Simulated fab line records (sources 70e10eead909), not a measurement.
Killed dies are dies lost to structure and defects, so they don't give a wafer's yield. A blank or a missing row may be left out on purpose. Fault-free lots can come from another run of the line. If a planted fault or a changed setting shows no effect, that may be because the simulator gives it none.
Which tool did it? ; flow nand_harc ; 21 wafers from 7 lots sampled at 2 of the route's 1302 steps

## WHAT THE GAUGES SHOWED, per wafer
NHARC_THIN_TSV_THK_MEAS_02: measures by ir.
lot;measured;on;thk_nm (nm)
L468;day 25 12:33;film_metro-02;2774 2894 2709
L469;day 26 14:55;film_metro-01;2758 3172 2888
L472;day 27 09:02;film_metro-01;3133 2936 2877
L477;day 29 15:23;film_metro-02;2861 2764 2866
L479;day 30 00:28;film_metro-02;3019 3051 3213
L481;day 31 01:46;film_metro-02;3087 3328 2967
L482;day 31 15:27;film_metro-01;3359 3262 3202

## WHAT TOOL EACH LOT RAN ON (gives the tool, then ch and the chambers of the sampled wafers, and finally the start)
lot;NHARC_THIN_TSV_CMP_01
L468;cmp-02 ch 0,1,2, day 25 12:20
L469;cmp-01 ch 0,2, day 26 14:39
L472;cmp-01 ch 0,3, day 27 08:47
L477;cmp-02 ch 0,1,3, day 29 15:07
L479;cmp-02 ch 2,3, day 30 00:12
L481;cmp-02 ch 1,2,3, day 31 01:33
L482;cmp-02 ch 0,1,3, day 31 15:16
- NHARC_THIN_TSV_CMP_01: polishes.

## THE ANSWER, worked out from the rows above alone
Rule: the lots themselves supply what counts as usual. The widest of any qualifying gaps counts: lots, ordered by their means at a reading, are off when they make up no more than a third of the lots, leave a main group of 4 or more, and stand apart from it by 3 or more times the standard deviation of that group's means. The tables above print the reading to a certain number of digits; a main group whose means all agree to those digits is not used. Also off: a lot with no number at a reading for which 4 or more lots have one. Any other lot the step has rows for is counted as sound.
No lot is off on any of the readings shown, so nothing can be concluded from this.

## WHAT THE SIMULATOR PUT IN
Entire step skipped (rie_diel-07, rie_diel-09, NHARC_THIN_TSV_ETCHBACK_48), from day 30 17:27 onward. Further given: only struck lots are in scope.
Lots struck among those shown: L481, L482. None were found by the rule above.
